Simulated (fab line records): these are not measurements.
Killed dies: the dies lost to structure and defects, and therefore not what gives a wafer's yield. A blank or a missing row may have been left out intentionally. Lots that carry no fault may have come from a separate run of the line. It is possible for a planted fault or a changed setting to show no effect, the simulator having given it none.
fab line records -- flow n5-finfet
[record] lots = 10, wafers = 30, last-day = 18
route steps=1938 shown BEOL_M4@1082 BEOL_M5@1112 PASSIVATION@1936
lots that met no fault: taken from a fault-free run of the same line
start-h: start of the lot's first displayed wafer, in hours after the record's first day -- wait-h: how many hours have passed since the lot's step before this one -- " unchanged from the row above -- L1.1+2: one row covering several wafers at once -- - value missing, or start not given -- * or withheld: withheld -- < > ~ a bound
route shown NAME@n: NAME is a module with steps in the file, n the number in the route of the first one -- usual: average and standard deviation across the fault-free wafers -- same: alike in all rows -- chamber/n: place in a boat -- sites: readings site by site -- _std_site: the standard deviation of these -- _edge_site: inner sites' mean taken away from outer sites' mean -- radius-mm: for every site, how far away it sits from the centre of the wafer -- mask NAME#n: copy n -- behind: the most recent tool/chamber to have shaped the wafer -- hold: cause of the lot's hold/its duration in hours/its outcome -- device: whichever transistor did not switch (one of n, p or np) -- end of line: at the end of the route, the tests of the same wafers -- for a step that has no rows: nothing shown but its recipe -- killed: dies lost to structure and defects at the first sort, not the wafer's yield -- map: a wafer's dies, x killed, . not, _ none there
set.NAME: the setting the step ran with; set.NAME@STEP: the setting that earlier step ran with -- model.NAME: the simulator's own value behind a step, which no gauge read
a sample of lots followed through the steps of the route, with each step as a table and each wafer as a row
services: from which hour (start-h, from the record's first day; less than 0 if before it) a tool's chamber was out of use, for how many hours, and why
[[steps]]
[step N5_BEOL_M4_SURFACE_TREAT_85]
[recipe] gas = Ar, time-s = *, ion-energy-ev = *, ion-current-ma-cm2 = 0.5, pressure-mtorr = *, ar-flow-sccm = 30
[usual] throttle-valve-pct = *
lot.wafer,tool,chamber,start-h,wait-h,throttle-valve-pct
L289.1,pvd-sputter-03,-,185.49,0.2,*
L289.3,pvd-sputter-03,-,185.49,0.2,*
L289.5,pvd-sputter-03,-,185.49,0.2,*
L290.1,pvd-sputter-02,-,185.75,0.1,*
L290.4,pvd-sputter-02,-,185.75,0.1,*
L290.6,pvd-sputter-02,-,185.75,0.1,*
L292.2,pvd-sputter-02,-,212.25,0.1,*
L292.3,pvd-sputter-02,-,212.25,0.1,*
L292.6,pvd-sputter-02,-,212.25,0.1,*
L294.4,pvd-sputter-03,-,215.97,0.4,*
L294.5,pvd-sputter-03,-,215.97,0.4,*
L294.6,pvd-sputter-03,-,215.97,0.4,*
L298.1,pvd-sputter-01,-,240.99,0.2,*
L298.4,pvd-sputter-01,-,240.99,0.2,*
L298.6,pvd-sputter-01,-,240.99,0.2,*
L299.1,pvd-sputter-03,-,246.95,0.3,*
L299.2,pvd-sputter-03,-,246.95,0.3,*
L299.3,pvd-sputter-03,-,246.95,0.3,*
L305.1,pvd-sputter-01,-,297.45,0.2,*
L305.2,pvd-sputter-01,-,297.45,0.2,*
L305.4,pvd-sputter-01,-,297.45,0.2,*
L310.3,pvd-sputter-03,-,304.88,0.1,*
L310.5,pvd-sputter-03,-,304.88,0.1,*
L310.6,pvd-sputter-03,-,304.88,0.1,*
L309.2,pvd-sputter-03,-,305.40,0.1,*
L309.5,pvd-sputter-03,-,305.40,0.1,*
L309.6,pvd-sputter-03,-,305.40,0.1,*
L311.2,pvd-sputter-03,-,315.28,0.2,*
L311.3,pvd-sputter-03,-,315.28,0.2,*
L311.5,pvd-sputter-03,-,315.28,0.2,*
[step N5_BEOL_M4_ANNEAL_89]
[recipe] temp-c = 400, time-s = 240, ambient = vacuum
[usual] heater-power-w = 843/56, susceptor-temp-C = 400.02/0.22
lot.wafer,tool,chamber,start-h,wait-h,heater-power-w,susceptor-temp-C
L289.1,pvd-sputter-02,-,186.75,0.0,784,400.12
L289.3,pvd-sputter-02,-,186.75,0.0,870,400.12
L289.5,pvd-sputter-02,-,186.75,0.0,805,400.12
L290.1,pvd-sputter-01,-,187.21,0.0,925,400.20
L290.4,pvd-sputter-01,-,187.21,0.0,784,400.06
L290.6,pvd-sputter-01,-,187.21,0.0,833,400.38
L292.2,pvd-sputter-02,-,213.54,0.0,779,400.08
L292.3,pvd-sputter-02,-,213.54,0.0,832,399.79
L292.6,pvd-sputter-02,-,213.54,0.0,782,400.19
L294.4,pvd-sputter-02,-,217.15,0.0,934,399.72
L294.5,pvd-sputter-02,-,217.15,0.0,785,400.08
L294.6,pvd-sputter-02,-,217.15,0.0,801,399.69
L298.1,pvd-sputter-03,-,242.32,0.0,818,399.95
L298.4,pvd-sputter-03,-,242.32,0.0,842,400.58
L298.6,pvd-sputter-03,-,242.32,0.0,819,399.97
L299.1,pvd-sputter-01,-,249.66,0.0,879,400.17
L299.2,pvd-sputter-01,-,249.66,0.0,928,400.31
L299.3,pvd-sputter-01,-,249.66,0.0,871,400.00
L305.1,pvd-sputter-01,-,299.19,0.0,923,400.10
L305.2,pvd-sputter-01,-,299.19,0.0,898,399.93
L305.4,pvd-sputter-01,-,299.19,0.0,756,399.87
L310.3,pvd-sputter-02,-,306.25,0.0,786,400.28
L310.5,pvd-sputter-02,-,306.25,0.0,844,399.94
L310.6,pvd-sputter-02,-,306.25,0.0,799,399.98
L309.2,pvd-sputter-01,-,306.83,0.0,783,400.31
L309.5,pvd-sputter-01,-,306.83,0.0,882,399.86
L309.6,pvd-sputter-01,-,306.83,0.0,854,399.65
L311.2,pvd-sputter-03,-,316.80,0.0,728,400.02
L311.3,pvd-sputter-03,-,316.80,0.0,851,399.92
L311.5,pvd-sputter-03,-,316.80,0.0,886,400.09
[step N5_BEOL_M4_CO_CAP_55]
[recipe] material = Co, target-thk-a = 20, temp-c = 200, precursor = CCTBA/H2, pressure-torr = 30, time-s = 102.1
[usual] chamber-pressure-Torr = 30.00/0.071, heater-power-outer-w = 129/22, heater-power-w = 243/37, susceptor-temp-C = 200.00/0.16
lot.wafer,tool,chamber,start-h,wait-h,chamber-pressure-Torr,heater-power-outer-w,heater-power-w,susceptor-temp-C
L289.1,cvd-co-02,1,188.41,0.0,30.03,119,223,200.44
L289.3,cvd-co-02,0,188.41,0.0,30.04,118,217,200.02
L289.5,cvd-co-02,0,188.41,0.0,29.93,118,220,199.67
L290.1,cvd-co-01,2,188.89,0.0,30.09,105,194,199.93
L290.4,cvd-co-01,2,188.89,0.0,30.07,104,189,199.94
L290.6,cvd-co-01,0,188.89,0.0,29.81,158,282,200.19
L292.2,cvd-co-02,2,215.20,0.0,30.03,116,231,200.00
L292.3,cvd-co-02,0,215.20,0.0,30.00,117,219,200.06
L292.6,cvd-co-02,1,215.20,0.0,30.08,120,223,200.08
L294.4,cvd-co-01,0,218.92,0.0,30.12,161,284,200.12
L294.5,cvd-co-01,2,218.92,0.0,30.01,104,190,200.12
L294.6,cvd-co-01,1,218.92,0.0,29.99,155,290,200.02
L298.1,cvd-co-02,1,244.05,0.0,30.00,121,223,200.25
L298.4,cvd-co-02,1,244.05,0.0,29.82,122,223,200.27
L298.6,cvd-co-02,2,244.05,0.0,29.89,113,231,200.21
L299.1,cvd-co-01,2,251.64,0.0,30.03,106,194,199.82
L299.2,cvd-co-01,1,251.64,0.0,30.00,157,287,199.98
L299.3,cvd-co-01,0,251.64,0.0,29.94,157,295,200.02
L305.1,cvd-co-01,2,301.44,0.0,30.12,101,193,199.96
L305.2,cvd-co-01,0,301.44,0.0,29.95,162,294,199.72
L305.4,cvd-co-01,1,301.44,0.0,29.94,152,282,200.34
L310.3,cvd-co-01,0,308.10,0.0,-,-,-,-
L310.5,cvd-co-01,1,308.10,0.0,-,-,-,-
L310.6,cvd-co-01,2,308.10,0.0,-,-,-,-
L309.2,cvd-co-01,1,308.60,0.0,-,-,-,-
L309.5,cvd-co-01,0,308.60,0.0,-,-,-,-
L309.6,cvd-co-01,2,308.60,0.0,-,-,-,-
L311.2,cvd-co-02,2,318.46,0.0,-,-,-,-
L311.3,cvd-co-02,0,318.46,0.0,-,-,-,-
L311.5,cvd-co-02,1,318.46,0.0,-,-,-,-
[step N5_BEOL_M4_RC_MEAS_101]
[usual] DIBL_N = 36.0/2.5, DIBL_P = 36.2/3, IOFF_N = 0.16/0.044, IOFF_P = 0.21/0.049, ION_N = 671/15, ION_P = 461/8.7, SS_N = 71.5/0.72, SS_P = 73.4/0.9, VT_N = 251/4.4, VT_P = -250/4
lot.wafer,tool,chamber,start-h,wait-h,DIBL_N[mV/V],DIBL_P[mV/V],IOFF_N[nA/um],IOFF_P[nA/um],ION_N[uA/um],ION_P[uA/um],SS_N[mV/dec],SS_P[mV/dec],VT_N[mV],VT_P[mV]
L289.1,prober-02,0,189.25,0.6,34.6,36.4,0.13,0.19,652,449,71.9,73.2,254,-252
L289.3,prober-02,0,189.25,0.6,33.6,35.3,0.13,0.17,660,452,71.7,73.2,253,-253
L289.5,prober-02,0,189.25,0.6,33.5,35.5,0.13,0.18,652,447,72.0,73.0,254,-255
L290.1,prober-01,0,189.85,0.8,39.1,39.3,0.23,0.27,683,463,73.2,74.2,247,-246
L290.4,prober-01,0,189.85,0.8,36.2,36.5,0.17,0.23,688,468,71.3,73.4,248,-248
L290.6,prober-01,0,189.85,0.8,35.8,34.4,0.16,0.20,659,451,71.9,73.2,249,-248
L292.2,prober-01,0,215.59,0.2,37.4,38.6,0.19,0.24,694,470,72.2,73.8,249,-247
L292.3,prober-01,0,215.59,0.2,38.0,39.2,0.19,0.25,670,454,72.3,73.3,250,-252
L292.6,prober-01,0,215.59,0.2,38.5,39.4,0.20,0.24,678,457,72.9,74.5,249,-251
L294.4,prober-01,0,219.58,0.5,36.4,36.8,0.15,0.20,678,464,71.5,73.5,252,-251
L294.5,prober-01,0,219.58,0.5,34.6,33.4,0.11,0.16,653,452,70.4,72.5,255,-253
L294.6,prober-01,0,219.58,0.5,35.0,35.4,0.12,0.20,669,468,71.6,72.8,255,-252
L298.1,prober-02,0,244.31,0.0,35.8,35.0,0.13,0.19,662,459,71.5,73.2,253,-253
L298.4,prober-02,0,244.31,0.0,38.2,37.5,0.17,0.22,672,463,72.1,73.5,249,-247
L298.6,prober-02,0,244.31,0.0,35.3,33.7,0.13,0.18,662,464,71.2,72.7,252,-252
L299.1,prober-02,0,251.89,0.0,36.6,36.2,0.16,0.21,666,452,71.6,73.5,252,-250
L299.2,prober-02,0,251.89,0.0,38.0,37.7,0.18,0.22,680,460,71.9,74.1,249,-253
L299.3,prober-02,0,251.89,0.0,30.6,28.6,0.08,0.11,656,446,70.4,71.3,259,-260
L305.1,prober-02,0,301.68,0.0,36.5,36.2,0.14,0.20,670,456,71.0,73.2,250,-254
L305.2,prober-02,0,301.68,0.0,40.5,40.6,0.22,0.27,674,460,72.4,74.5,246,-248
L305.4,prober-02,0,301.68,0.0,36.9,37.0,0.14,0.22,665,464,71.9,74.0,253,-250
L310.3,prober-01,0,308.65,0.3,40.1,40.6,0.25,0.31,689,470,73.0,74.3,245,-242
L310.5,prober-01,0,308.65,0.3,36.2,35.1,0.13,0.19,651,453,71.1,73.0,255,-252
L310.6,prober-01,0,308.65,0.3,37.9,37.6,0.19,0.25,675,463,71.8,73.6,246,-246
L309.2,prober-01,0,309.42,0.6,36.4,36.3,0.17,0.25,678,473,72.1,73.6,251,-248
L309.5,prober-01,0,309.42,0.6,39.7,40.5,0.26,0.34,698,475,72.2,74.3,242,-244
L309.6,prober-01,0,309.42,0.6,34.3,32.5,0.13,0.18,672,460,70.5,72.5,251,-249
L311.2,prober-02,0,318.85,0.2,37.1,38.2,0.17,0.21,685,470,71.1,74.5,253,-253
L311.3,prober-02,0,318.85,0.2,30.4,29.3,0.07,0.10,638,438,70.0,71.8,261,-263
L311.5,prober-02,0,318.85,0.2,34.0,34.5,0.12,0.16,675,460,70.8,73.5,252,-258
[step N5_BEOL_M5_ILD_DEP_00]
[recipe] material = SiCOH_lowk, target-thk-a = 1406.4, temp-c = 300, precursor = DEMS/porogen, pressure-torr = 5, rf-w = 500, time-s = 25.9
[usual] heater-power-outer-w = 138/40, heater-power-w = 297/73, showerhead-plenum-p-Torr = 5.730/0.014, susceptor-temp-C = 300.00/0.18, throttle-valve-pct = 14.2/1.3
lot.wafer,tool,chamber,start-h,wait-h,heater-power-outer-w,heater-power-w,showerhead-plenum-p-Torr,susceptor-temp-C,throttle-valve-pct
L289.1,pecvd-03,2,190.22,0.8,184,370,5.730,300.09,12.7
L289.3,pecvd-03,1,190.22,0.8,106,256,5.713,299.88,14.3
L289.5,pecvd-03,2,190.22,0.8,182,361,5.734,300.31,12.5
L290.1,pecvd-03,2,190.82,0.8,194,370,5.738,300.06,12.4
L290.4,pecvd-03,1,190.82,0.8,103,249,5.703,299.88,14.2
L290.6,pecvd-03,0,190.82,0.8,158,339,5.731,300.30,17.0
L292.2,pecvd-03,0,216.40,0.7,141,314,5.746,300.02,17.0
L292.3,pecvd-03,2,216.40,0.7,147,314,5.706,299.65,12.3
L292.6,pecvd-03,2,216.40,0.7,151,323,5.742,299.92,12.5
L294.4,pecvd-03,1,220.11,0.4,82,217,5.696,299.98,14.4
L294.5,pecvd-03,0,220.11,0.4,124,287,5.738,299.90,17.2
L294.6,pecvd-03,2,220.11,0.4,188,364,5.741,300.24,12.3
L298.1,pecvd-01,2,245.27,0.8,92,244,5.725,299.72,14.0
L298.4,pecvd-01,2,245.27,0.8,96,249,5.733,300.20,14.4
L298.6,pecvd-01,0,245.27,0.8,217,435,5.729,299.95,13.9
L299.1,pecvd-01,0,252.85,0.8,229,460,5.733,299.65,13.8
L299.2,pecvd-01,2,252.85,0.8,111,276,5.736,299.93,14.6
L299.3,pecvd-01,1,252.85,0.8,90,181,5.748,299.91,13.8
L305.1,pecvd-01,2,302.64,0.8,125,284,5.739,299.85,14.3
L305.2,pecvd-01,0,302.64,0.8,220,447,5.741,300.43,13.9
L305.4,pecvd-01,2,302.64,0.8,132,289,5.737,300.13,14.4
L310.3,pecvd-03,1,309.30,0.5,75,207,5.703,299.96,14.4
L310.5,pecvd-03,2,309.30,0.5,140,308,5.721,300.06,12.5
L310.6,pecvd-03,1,309.30,0.5,78,218,5.715,300.17,14.4
L309.2,pecvd-04,1,310.23,0.7,107,211,5.725,300.04,14.2
L309.5,pecvd-04,2,310.23,0.7,127,329,5.711,299.87,13.6
L309.6,pecvd-04,1,310.23,0.7,112,223,5.740,300.27,13.9
L311.2,pecvd-01,2,319.66,0.7,129,287,5.733,300.00,14.2
L311.3,pecvd-01,0,319.66,0.7,178,396,5.738,300.02,13.8
L311.5,pecvd-01,2,319.66,0.7,132,291,5.742,300.11,14.3
[step N5_PASSIVATION_PROBE_49]
[usual] defect-limited-yield = 91.7/1.4, killed_at_M0_to_M3 = 31/11, killed_at_M4_up = 13/4.6, killed-at-contacts = 13/6.7, killed-at-front-end = 39/9.6, killed-at-other = 3.5/2.8, killed-dies = 98/16, killed-open = 64/11, killed-short = 33/8.5, sort_bin_5_function = 4.9/0.96, sort_bin_6_memory = 3.1/0.59, sort_bin_8_speed = 0.2/1.3, sort-n-pass = 1080/23, sort-yield-pct = 91.5/1.9
[same] gross-dies = 1180, killed-at-back-side = 0, sort_bin_4_leakage[%] = 0
lot.wafer,tool,chamber,start-h,wait-h,defect-limited-yield[%],killed_at_M0_to_M3,killed_at_M4_up,killed-at-contacts,killed-at-front-end,killed-at-other,killed-dies,killed-open,killed-short,sort_bin_5_function[%],sort_bin_6_memory[%],sort_bin_8_speed[%],sort-n-pass,sort-yield-pct[%]
L311.3,prober-01,-,422.98,0.1,92.2,24,6,9,39,14,92,61,31,5.2,2.6,0.2,1086,92.0
// killed by level:class
L311.3 STI_FIN_REVEAL:geometric-particle:open=10 PASS1_CAP:geometric-particle:short=10 FIN_SAQP:geometric-particle:open=9 FIN_SAQP:geometric-particle:short=9 MOL_CONTACT_COAG:geometric-particle:open=8 BEOL_M0_SAQP:geometric-particle:open=6 BEOL_M1:geometric-particle:open=6 BEOL_M3:geometric-particle:open=5
[[services]]
tool,chamber,start-h,hours,kind
pecvd-01,0,170.29,-,calibration
pecvd-03,2,180.79,5.7,repair
pecvd-04,0,188.67,5.5,scheduled-down
pecvd-01,-,189.62,5.5,pm
cvd-co-02,0,199.15,4.1,repair
pecvd-04,2,202.38,-,clean
pecvd-04,2,202.38,-,consumable-replace:showerhead
pecvd-04,2,202.38,29.0,scheduled-down
pecvd-04,2,202.38,29.0,vent-cycle
cvd-co-01,1,207.95,6.3,repair
cvd-co-01,-,222.18,14.6,pm
pecvd-03,-,242.55,1.7,repair
pecvd-03,-,247.71,5.3,repair
pecvd-01,-,259.73,2.9,repair
pecvd-03,1,300.78,2.8,repair
pecvd-01,2,306.56,5.5,scheduled-down
[[key]]
[first-sign] step = N5_BEOL_M4_CO_CAP_55, reading = tool-record, direction = missing
effect none on later readings
met-at N5_BEOL_M4_CO_CAP_55
struck-lots L309,L310,L311
not-acting-at N5_BEOL_M4_SURFACE_TREAT_85,N5_BEOL_M4_ANNEAL_89,N5_BEOL_M5_ILD_DEP_00
onset-between 301.44 308.10
[fault] kind = skipped-step-whole, tool = cvd-co-01,cvd-co-02, chamber = -, onset-h = 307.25, steps = N5_BEOL_M4_CO_CAP_55, scope = struck-lots-only
